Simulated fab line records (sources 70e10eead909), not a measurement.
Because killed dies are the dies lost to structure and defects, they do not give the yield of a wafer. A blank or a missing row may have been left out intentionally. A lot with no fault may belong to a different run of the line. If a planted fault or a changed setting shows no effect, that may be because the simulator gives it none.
Chamber matching / flow nand harc / NHARC_A_CHANNEL_FILL_D1_ETCHBACK_20 on rie diel-10: 4 sister chambers
The step etches the open film in C4F8/O2/Ar, target depth 27 nm, time 13.5 s. 8 wafers are shown with their chamber, then 8 later ones without.

== EACH WAFER AND ITS CHAMBER ==
wafer=L076.6; chamber=1; rf vpp V (V)=969; oes product au (a.u.)=0.91
wafer=L080.4; chamber=1; rf vpp V (V)=971; oes product au (a.u.)=0.99
wafer=L084.2; chamber=0; rf vpp V (V)=981; oes product au (a.u.)=1.02
wafer=L084.4; chamber=2; rf vpp V (V)=976; oes product au (a.u.)=1.00
wafer=L085.1; chamber=3; rf vpp V (V)=983; oes product au (a.u.)=0.98
wafer=L085.4; chamber=0; rf vpp V (V)=980; oes product au (a.u.)=0.99
wafer=L085.5; chamber=3; rf vpp V (V)=983; oes product au (a.u.)=0.97
wafer=L089.1; chamber=2; rf vpp V (V)=975; oes product au (a.u.)=0.98

== WAFERS WITHOUT THEIR CHAMBER ==
wafer=L089.2; rf vpp V (V)=982; oes product au (a.u.)=1.01
wafer=L089.3; rf vpp V (V)=980; oes product au (a.u.)=1.01
wafer=L092.1; rf vpp V (V)=976; oes product au (a.u.)=0.93
wafer=L092.2; rf vpp V (V)=969; oes product au (a.u.)=0.92
wafer=L092.4; rf vpp V (V)=980; oes product au (a.u.)=0.93
wafer=L096.1; rf vpp V (V)=977; oes product au (a.u.)=0.99
wafer=L096.2; rf vpp V (V)=981; oes product au (a.u.)=0.99
wafer=L096.3; rf vpp V (V)=970; oes product au (a.u.)=1.01

== CHAMBER TAKEN BY EACH ==
wafer=L089.2; from the rows above=can't be placed: 3 or 0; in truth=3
wafer=L089.3; from the rows above=0; in truth=0
wafer=L092.1; from the rows above=2; in truth=2
wafer=L092.2; from the rows above=1; in truth=1
wafer=L092.4; from the rows above=can't be placed: 0 or 3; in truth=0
wafer=L096.1; from the rows above=2; in truth=2
wafer=L096.2; from the rows above=can't be placed: 0 or 3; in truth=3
wafer=L096.3; from the rows above=1; in truth=1
Correct placement for 5 of the 8. Not placeable from these rows: 3 (in 3, the candidates include the true chamber). Number placed wrongly: 0.
How it was worked out, from the rows above alone: a wafer's distance from a chamber is the root of the sum, over the readings, of the square of ((its reading less the chamber's mean) divided by the reading's scatter). The wafer belongs to the nearest chamber; if the next one is less than 2 further off, it can't be placed. The mean given for a chamber averages the wafers shown for that chamber. How the scatter is found: for the shown wafers, subtract from each reading the mean of its chamber, square and add these, divide the total by (wafers less chambers), then take the root.
